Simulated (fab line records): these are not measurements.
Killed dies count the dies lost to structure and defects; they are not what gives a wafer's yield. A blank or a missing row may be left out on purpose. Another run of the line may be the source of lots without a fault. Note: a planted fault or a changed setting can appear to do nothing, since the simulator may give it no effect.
fab line records	flow nand-harc
record: lots: 14	wafers: 42	last-day: 33
route steps=1302 shown A_SOURCE_PLATE@420 A_ONON_D1@444 A_CHANNEL_HOLE_D1@467
lots with no fault: from the same line, run without faults
start-h: the number of hours between the record's first day and the start of the first shown wafer of the lot	wait-h: hours since the lot's step before	" as in the row above	L1.1+2: a row that stands for several wafers	- no value, or no start was given	* or withheld: withheld	< > ~ a bound
route shown NAME@n: NAME is a module with steps in the file, n the number in the route of the first one	usual: mean/standard deviation of fault-free wafers	same: alike in all rows	chamber/n: place in a boat	sites: readings site by site	_std_site: standard deviation across them	_edge_site: outer sites' mean less inner sites'	radius-mm: how far each site lies from the wafer's centre	mask NAME#n: copy n	behind: the most recent tool/chamber to have shaped the wafer	hold: cause of the lot's hold/its duration in hours/its outcome	device: whichever transistor did not switch (one of n, p or np)	end of line: tests run on the same wafers once the route is complete	where a step has no rows: the recipe by itself	killed: dies that structure and defects cost at the first sort, which is not the same as the wafer's yield	map: dies across one wafer; x = killed, . = not, _ = none there
set.NAME: the run value of the setting; set.NAME@STEP: its run value at that earlier step	model.NAME: the simulator's own value behind a step, which no gauge read
a sample of lots followed through the steps of the route, with each step as a table and each wafer as a row
services: the hour from which a tool's chamber was out of use, counted from the record's first day as start-h (under 0 if before that day), plus the number of hours and why
== steps ==
step: NHARC_A_SOURCE_PLATE_THK_MEAS_06
recipe: thk-meas-gauge: ellipsometry
usual: thk-nm: 200.2/2.1
lot.wafer	tool	chamber	start-h	wait-h	thk-nm
L465.1	film-metro-01	-	164.85	0.4	202.2
L465.4	"	-	"	"	204.3
L465.5	"	-	"	"	201.3
L466.1	film-metro-02	-	175.37	0.4	196.6
L466.4	"	-	"	"	198.4
L466.5	"	-	"	"	198.6
L468.1	film-metro-02	-	192.16	0.4	200.5
L468.3	"	-	"	"	201.4
L468.4	"	-	"	"	201.5
L469.2	film-metro-02	-	201.19	0.4	200.6
L469.3	"	-	"	"	200.9
L469.4	"	-	"	"	202.3
L472.2	film-metro-02	-	226.90	0.4	203.6
L472.3	"	-	"	"	201.9
L472.6	"	-	"	"	199.8
L474.2	film-metro-02	-	248.37	0.4	199.6
L474.3	"	-	"	"	199.7
L474.4	"	-	"	"	201.0
L475.1	film-metro-01	-	253.67	0.4	201.8
L475.2	"	-	"	"	201.7
L475.6	"	-	"	"	203.7
L478.2	film-metro-01	-	291.11	0.4	199.1
L478.4	"	-	"	"	201.9
L478.5	"	-	"	"	200.3
L479.2	film-metro-02	-	309.53	0.4	202.1
L479.3	"	-	"	"	201.5
L479.5	"	-	"	"	200.7
L480.2	film-metro-02	-	318.85	0.4	200.9
L480.3	"	-	"	"	202.8
L480.4	"	-	"	"	202.1
L482.2	film-metro-02	-	329.52	0.4	200.1
L482.3	"	-	"	"	201.8
L482.6	"	-	"	"	201.7
L484.1	film-metro-02	-	345.85	0.4	200.4
L484.4	"	-	"	"	203.2
L484.5	"	-	"	"	202.6
L487.1	film-metro-01	-	381.10	0.4	197.3
L487.2	"	-	"	"	193.3
L487.6	"	-	"	"	196.6
L488.1	film-metro-02	-	395.23	0.4	196.0
L488.3	"	-	"	"	198.9
L488.5	"	-	"	"	199.2
step: NHARC_A_ONON_D1_DEP_28
recipe: target-thk-a: 10000	n2-flow-sccm: 2750	n2o-flow-sccm: 2000	nh3-flow-sccm: 500	sih4-flow-sccm: 210	temp-c: 400
usual: n2-flow-sccm: 2750/7.9
lot.wafer	tool	chamber	start-h	wait-h	n2-flow-sccm
L465.1	pecvd-onon-04	0	177.67	0.1	2755
L465.4	"	0	"	"	2752
L465.5	"	0	"	"	2758
L466.1	pecvd-onon-03	0	188.66	0.1	2755
L466.4	"	0	"	"	2734
L466.5	"	0	"	"	2757
L468.1	pecvd-onon-04	0	204.50	0.1	2740
L468.3	"	0	"	"	2738
L468.4	"	0	"	"	2744
L469.2	pecvd-onon-01	0	213.96	0.1	2752
L469.3	"	0	"	"	2759
L469.4	"	0	"	"	2754
L472.2	pecvd-onon-04	0	237.81	0.1	2760
L472.3	"	0	"	"	2757
L472.6	"	0	"	"	2746
L474.2	pecvd-onon-04	0	260.97	0.1	2758
L474.3	"	0	"	"	2759
L474.4	"	0	"	"	2749
L475.1	pecvd-onon-04	0	269.80	0.1	2741
L475.2	"	0	"	"	2757
L475.6	"	0	"	"	2754
L478.2	pecvd-onon-03	0	303.71	0.1	2750
L478.4	"	0	"	"	2737
L478.5	"	0	"	"	2757
L479.2	pecvd-onon-04	0	324.62	0.1	2763
L479.3	"	0	"	"	2764
L479.5	"	0	"	"	2743
L480.2	pecvd-onon-04	0	332.24	0.1	2748
L480.3	"	0	"	"	2734
L480.4	"	0	"	"	2750
L482.2	pecvd-onon-04	0	342.03	0.1	2748
L482.3	"	0	"	"	2753
L482.6	"	0	"	"	2760
L484.1	pecvd-onon-04	0	358.61	0.1	2759
L484.4	"	0	"	"	2752
L484.5	"	0	"	"	2748
L487.1	pecvd-onon-03	0	393.56	0.1	2746
L487.2	"	0	"	"	2751
L487.6	"	0	"	"	2753
L488.1	pecvd-onon-04	0	407.68	0.1	2748
L488.3	"	0	"	"	2744
L488.5	"	0	"	"	2738
step: NHARC_A_ONON_D1_THK_MEAS_30
recipe: thk-meas-gauge: ellipsometry
usual: thk-nm: 999/10
lot.wafer	tool	chamber	start-h	wait-h	hold	thk-nm
L465.1	film-metro-01	-	178.19	-	-	1010
L465.4	"	-	"	"	-	1009
L465.5	"	-	"	"	-	1010
L466.1	film-metro-02	-	189.17	-	-	998
L466.4	"	-	"	"	-	998
L466.5	"	-	"	"	-	999
L468.1	film-metro-02	-	205.00	-	-	1002
L468.3	"	-	"	"	-	1000
L468.4	"	-	"	"	-	1000
L469.2	film-metro-01	-	214.41	-	-	1006
L469.3	"	-	"	"	-	1005
L469.4	"	-	"	"	-	1006
L472.2	film-metro-02	-	238.26	-	-	995
L472.3	"	-	"	"	-	995
L472.6	"	-	"	"	-	995
L474.2	film-metro-02	-	261.42	-	await-dispo/0.2h/release	709
L474.3	"	-	"	"	await-dispo/0.2h/release	709
L474.4	"	-	"	"	await-dispo/0.2h/release	709
L474.2	film-metro-02	-	261.59	0.2	-	709
L474.3	"	-	"	"	-	711
L474.4	"	-	"	"	-	709
L475.1	film-metro-02	-	270.31	-	await-dispo/0.2h/release	703
L475.2	"	-	"	"	await-dispo/0.2h/release	701
L475.6	"	-	"	"	await-dispo/0.2h/release	702
L475.1	film-metro-02	-	270.49	0.2	-	702
L475.2	"	-	"	"	-	702
L475.6	"	-	"	"	-	704
L478.2	film-metro-01	-	304.16	-	-	995
L478.4	"	-	"	"	-	995
L478.5	"	-	"	"	-	995
L479.2	film-metro-02	-	325.08	-	-	994
L479.3	"	-	"	"	-	993
L479.5	"	-	"	"	-	996
L480.2	film-metro-02	-	332.70	-	-	1004
L480.3	"	-	"	"	-	1004
L480.4	"	-	"	"	-	1005
L482.2	film-metro-01	-	342.48	-	-	989
L482.3	"	-	"	"	-	988
L482.6	"	-	"	"	-	988
L484.1	film-metro-01	-	359.12	-	-	1010
L484.4	"	-	"	"	-	1011
L484.5	"	-	"	"	-	1011
L487.1	film-metro-01	-	394.06	-	-	1011
L487.2	"	-	"	"	-	1010
L487.6	"	-	"	"	-	1011
L488.1	film-metro-01	-	408.19	-	-	993
L488.3	"	-	"	"	-	991
L488.5	"	-	"	"	-	994
step: NHARC_A_CHANNEL_HOLE_D1_ETCH_39
recipe: target-depth-a: 2600	over-etch-frac: 0.3	time-s: 325	ion-energy-ev: 200	n2-flow-sccm: 150	h2-flow-sccm: 150	ar-flow-sccm: 0	rf-w: 400	bias-w: 150	chemistry: N2/H2
usual: drypump-motor-current-A: 5.8/0.48	mfc-ar-sccm: 0.006/0.0084	n2-flow-sccm: 150.0/0.46	oes-product-au: 1.001/0.008	rf-vpp-V: 429.9/2.6	showerhead-plenum-p-Torr: 2.02/0.089	throttle-valve-pct: 14.172/0.0091
lot.wafer	tool	chamber	start-h	wait-h	drypump-motor-current-A	mfc-ar-sccm	n2-flow-sccm	oes-product-au	rf-hours-counter-h	rf-vpp-V	showerhead-plenum-p-Torr	throttle-valve-pct
L465.4	rie-diel-01	2	-	-	5.4	0	150.8	0.993	13	425.9	1.89	14.179
L465.1	"	3	"	"	5.3	0	149.6	1.000	12	429.6	1.99	14.170
L465.5	"	0	"	"	5.1	0.013	150.0	0.999	-	426.1	1.90	14.173
L466.4	rie-diel-10	3	-	-	5.0	0	150.0	1.004	41	433.1	2.11	14.173
L466.1	"	2	"	"	6.0	0	150.7	1.014	36	432.2	2.15	14.179
L466.5	"	0	"	"	5.6	0	150.4	1.003	-	427.4	1.92	14.180
L468.1	rie-diel-12	3	-	-	6.0	0.021	150.5	0.988	32	432.6	2.09	14.170
L468.3	"	1	"	"	5.9	0	149.6	0.999	35	432.1	2.05	14.176
L468.4	"	2	"	"	5.8	0.012	149.7	0.982	32	430.4	2.06	14.171
L469.4	rie-diel-01	3	-	-	5.2	0	150.9	0.999	0	429.8	1.99	14.171
L469.3	"	0	"	"	5.1	0.013	149.7	0.992	0	426.3	1.90	14.157
L469.2	"	1	"	"	6.5	0	150.1	0.999	0	432.3	2.16	14.167
L472.2	rie-diel-10	2	-	-	5.9	0	149.0	1.013	49	433.5	2.14	14.164
L472.3	"	0	"	"	5.7	0	149.5	1.004	58	427.3	1.92	14.167
L472.6	"	2	"	"	6.0	0	150.0	1.007	-	432.8	2.14	14.172
L478.2	rie-diel-12	0	-	-	6.1	0.020	149.6	1.004	9	429.6	1.99	14.176
L478.4	"	2	"	"	5.8	0.012	149.5	0.998	10	431.4	2.05	14.174
L478.5	"	1	"	"	6.0	0	150.4	1.005	-	431.4	2.03	14.160
L479.2	rie-diel-01	3	-	-	5.3	0	149.5	0.999	8	430.1	1.99	14.168
L479.3	"	0	"	"	5.1	0.013	149.6	1.000	8	426.0	1.90	14.185
L479.5	"	2	"	"	5.4	0	150.0	0.993	-	424.7	1.89	14.183
L480.3	rie-diel-01	1	-	-	6.5	0	150.0	1.002	8	433.0	2.16	14.169
L480.2	"	2	"	"	5.5	0	150.1	1.005	10	425.4	1.89	14.168
L480.4	"	3	"	"	5.3	0	151.0	1.010	9	429.2	1.99	14.175
L482.3	rie-diel-12	0	-	-	6.0	0.020	150.1	1.004	21	428.8	1.99	14.164
L482.2	"	1	"	"	5.9	0	150.1	1.014	21	429.1	2.03	14.160
L482.6	"	1	"	"	5.9	0	150.3	0.992	-	430.1	2.03	14.167
L484.4	rie-diel-12	2	-	-	5.8	0.012	149.9	0.998	28	428.7	2.05	14.167
L484.1	"	3	"	"	6.0	0.021	149.5	1.001	28	431.6	2.07	14.171
L484.5	"	1	"	"	5.9	0	150.6	0.989	-	430.0	2.03	14.183
L487.1	rie-diel-01	1	-	-	6.5	0	150.0	1.015	2	433.0	2.15	14.171
L487.2	"	0	"	"	5.1	0.013	150.1	1.011	2	426.4	1.90	14.179
L487.6	"	1	"	"	6.5	0	149.6	1.001	-	434.5	2.15	14.171
L488.3	rie-diel-01	1	-	-	6.5	0	149.2	1.008	3	432.6	2.15	14.173
L488.1	"	3	"	"	5.2	0	150.1	0.995	3	428.1	1.99	14.166
L488.5	"	1	"	"	6.5	0	150.2	1.013	-	433.6	2.15	14.186
step: NHARC_A_CHANNEL_HOLE_D1_ETCH_34
recipe: target-depth-a: 1540	time-s: 77	cf4-flow-sccm: 100	chf3-flow-sccm: 30	ar-flow-sccm: 0	rf-w: 500	bias-w: 200	chemistry: CF4/CHF3
usual: drypump-motor-current-A: 5.8/0.48	mfc-ar-sccm: 0.007/0.0086	oes-product-au: 0.948/0.021	rf-vpp-V: 370.3/2.3	showerhead-plenum-p-Torr: 1.56/0.064	throttle-valve-pct: 16.802/0.0092
lot.wafer	tool	chamber	start-h	wait-h	drypump-motor-current-A	mfc-ar-sccm	oes-product-au	rf-hours-counter-h	rf-vpp-V	showerhead-plenum-p-Torr	throttle-valve-pct
L465.1	rie-diel-01	1	-	-	6.5	0	0.924	14	373.2	1.66	16.790
L465.4	"	3	"	"	5.2	0	0.927	12	370.5	1.54	16.809
L465.5	"	1	"	"	6.5	0	0.911	-	371.5	1.66	16.802
L466.4	rie-diel-10	1	-	-	6.5	0	0.944	36	371.2	1.58	16.810
L466.1	"	0	"	"	5.7	0	0.928	44	368.3	1.49	16.778
L466.5	"	2	"	"	5.9	0	0.932	-	371.8	1.65	16.809
L468.3	rie-diel-12	2	-	-	5.7	0.012	0.954	32	372.5	1.59	16.808
L468.4	"	3	"	"	6.0	0.021	0.952	32	371.6	1.61	16.803
L468.1	"	0	"	"	6.1	0.020	0.962	33	369.0	1.55	16.798
L469.4	rie-diel-01	1	-	-	6.5	0	0.967	0	373.5	1.66	16.784
L469.3	"	2	"	"	5.4	0	0.978	0	367.9	1.47	16.796
L469.2	"	0	"	"	5.1	0.013	0.959	1	366.9	1.47	16.796
L472.3	rie-diel-10	3	-	-	5.0	0	0.927	54	372.5	1.62	16.800
L472.2	"	0	"	"	5.7	0	0.928	58	368.1	1.49	16.809
L472.6	"	3	"	"	5.0	0	0.934	-	372.7	1.62	16.794
L478.2	rie-diel-12	3	-	-	6.0	0.021	0.953	9	371.1	1.60	16.792
L478.4	"	2	"	"	5.8	0.012	0.971	10	371.1	1.58	16.810
L478.5	"	0	"	"	6.1	0.020	0.949	-	369.7	1.54	16.787
L479.2	rie-diel-01	3	-	-	5.2	0	0.929	8	368.6	1.54	16.804
L479.3	"	1	"	"	6.5	0	0.926	7	373.1	1.66	16.799
L479.5	"	3	"	"	5.2	0	0.925	-	370.3	1.54	16.792
L480.4	rie-diel-01	1	-	-	6.5	0	0.935	9	372.0	1.66	16.806
L480.3	"	2	"	"	5.4	0	0.916	10	366.3	1.47	16.804
L480.2	"	3	"	"	5.3	0	0.927	9	369.2	1.54	16.805
L482.3	rie-diel-12	3	-	-	6.0	0.021	0.947	21	372.4	1.60	16.819
L482.2	"	1	"	"	5.9	0	0.975	21	371.6	1.57	16.802
L482.6	"	0	"	"	6.1	0.020	0.956	-	368.3	1.54	16.814
L484.4	rie-diel-12	3	-	-	6.0	0.021	0.963	28	370.5	1.60	16.809
L484.1	"	1	"	"	5.9	0	0.947	27	371.4	1.57	16.811
L484.5	"	3	"	"	6.0	0.021	0.957	-	371.6	1.60	16.821
L487.2	rie-diel-01	3	-	-	5.2	0	0.953	2	368.9	1.54	16.811
L487.1	"	0	"	"	5.1	0.013	0.972	2	366.7	1.47	16.798
L487.6	"	0	"	"	5.1	0.013	0.963	-	367.4	1.47	16.812
L488.3	rie-diel-01	2	-	-	5.4	0	0.959	1	368.6	1.46	16.809
L488.1	"	3	"	"	5.2	0	0.955	3	370.5	1.54	16.789
L488.5	"	1	"	"	6.5	0	0.988	-	372.0	1.65	16.810
== services ==
tool	chamber	start-h	hours	kind
rie-diel-01	0	158.62	-	clean
rie-diel-01	1	158.62	-	clean
rie-diel-01	2	158.62	-	clean
rie-diel-01	3	158.62	-	clean
rie-diel-01	2	159.36	3.1	repair
rie-diel-10	1	174.13	8.7	repair
rie-diel-10	2	174.26	11.2	repair
rie-diel-01	0	183.12	-	clean
rie-diel-12	-	193.82	1.0	repair
rie-diel-12	0	198.39	11.0	repair
rie-diel-01	-	204.12	9.0	pm
pecvd-onon-03	-	227.39	13.0	pm
rie-diel-10	-	242.59	9.0	pm
rie-diel-12	2	255.26	8.2	repair
rie-diel-12	3	268.97	7.0	repair
pecvd-onon-01	-	269.20	13.0	pm
rie-diel-12	-	269.86	9.0	pm
pecvd-onon-04	-	311.18	13.0	pm
rie-diel-01	1	313.07	5.4	repair
rie-diel-01	0	363.34	11.2	repair
rie-diel-01	-	381.12	9.0	pm
pecvd-onon-01	-	383.33	6.7	repair
rie-diel-10	2	393.98	2.7	repair
pecvd-onon-03	-	408.39	13.0	pm
== key ==
first-sign: step: NHARC_A_ONON_D1_THK_MEAS_30	reading: visit	direction: added
effect: step: NHARC_A_ONON_D1_THK_MEAS_30	reading: thk-nm	direction: down	sigmas: 28	usual: 999	struck: 706
met-at NHARC_A_ONON_D1_DEP_28
struck-lots L474,L475
struck-wafers L474.2,L474.3,L474.4,L475.1,L475.2,L475.6
later-rows-left-out L474.2,L474.3,L474.4,L475.1,L475.2,L475.6
sort-left-out L474.2,L474.3,L474.4,L475.1,L475.2,L475.6
tester-left-out L474,L475
not-acting-at NHARC_A_SOURCE_PLATE_THK_MEAS_06,NHARC_A_CHANNEL_HOLE_D1_ETCH_39,NHARC_A_CHANNEL_HOLE_D1_ETCH_34
onset-between 237.81 260.97
fault: kind: process-parameter-drift	tool: pecvd-onon-04	chamber: 0	onset-h: 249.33	steps: NHARC_A_ONON_D1_DEP_28	channel: target-thk-a	offset: *	shape: step	end-h: 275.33	acts-in: *	stated: *
tester-left-out: of these lots the tester's yield and bins aren't shown, on N5 and GAA mostly nor the transistor test; their killed dies are dies lost to structure and defects alone, not to doping, threshold or leakage, so they don't give the yield
sort-left-out: the simulated sort isn't trusted on such a fault, so these wafers' sort isn't shown, and their yield isn't known
later-rows-left-out: the simulator's readings of these wafers behind a module that went badly wrong aren't trusted and aren't shown, but for the sort
